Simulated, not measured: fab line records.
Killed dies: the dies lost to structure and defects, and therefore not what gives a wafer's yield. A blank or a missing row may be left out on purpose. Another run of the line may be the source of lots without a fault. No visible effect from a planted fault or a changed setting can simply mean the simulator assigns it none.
Chamber matching    flow nand harc    3 sister chambers for NHARC_P_GATE_DEP_103 on pecvd-01
The step deposits SiON, target thk 30 nm. 14 wafers are shown with their chamber, then 7 later ones without.

WAFERS PAIRED WITH THEIR CHAMBERS
wafer   chamber  heater power w (W)  heater power outer w (W)
L117.2  0        549                 283
L117.4  1        723                 416
L117.6  2        773                 415
L119.2  0        637                 352
L119.3  2        761                 400
L119.4  0        635                 357
L121.2  2        885                 486
L121.4  2        915                 488
L121.5  0        598                 347
L120.3  0        617                 346
L120.4  0        630                 360
L120.5  1        880                 530
L122.1  0        566                 294
L122.2  2        756                 402

SIGNATURES (averages over the wafers above)
reading               chamber 0  chamber 1  chamber 2  scatter within a chamber
heater power w        604.57     801.50     818.00     62.3
heater power outer w  334.14     473.00     438.20     43.3
Rule: a wafer lies at a distance from a chamber equal to the root of the sum of squares, over the readings, of (its reading less the chamber's mean, divided by the reading's scatter). The wafer belongs to the nearest chamber; if the next one is less than 2 further off, it can't be placed. The scatter is the square root of a quotient: the sum, over the shown wafers, of each reading's squared deviation from its chamber's mean, divided by wafers minus chambers.

WAFERS WITH NO CHAMBER GIVEN
wafer   heater power w (W)  heater power outer w (W)
L122.3  777                 450
L123.3  845                 520
L123.4  865                 509
L123.5  908                 505
L124.3  866                 507
L124.4  624                 351
L124.6  861                 515

WHICH CHAMBER EACH ONE RAN IN
wafer   from the rows above      in truth
L122.3  can't be placed: 1 or 2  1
L123.3  can't be placed: 1 or 2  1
L123.4  can't be placed: 1 or 2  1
L123.5  can't be placed: 1 or 2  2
L124.3  can't be placed: 1 or 2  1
L124.4  0                        0
L124.6  can't be placed: 1 or 2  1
Placed correctly: 1 of 7. From these rows, 6 cannot be placed; in 6 the true chamber is one of the candidates. Wrongly placed: 0.
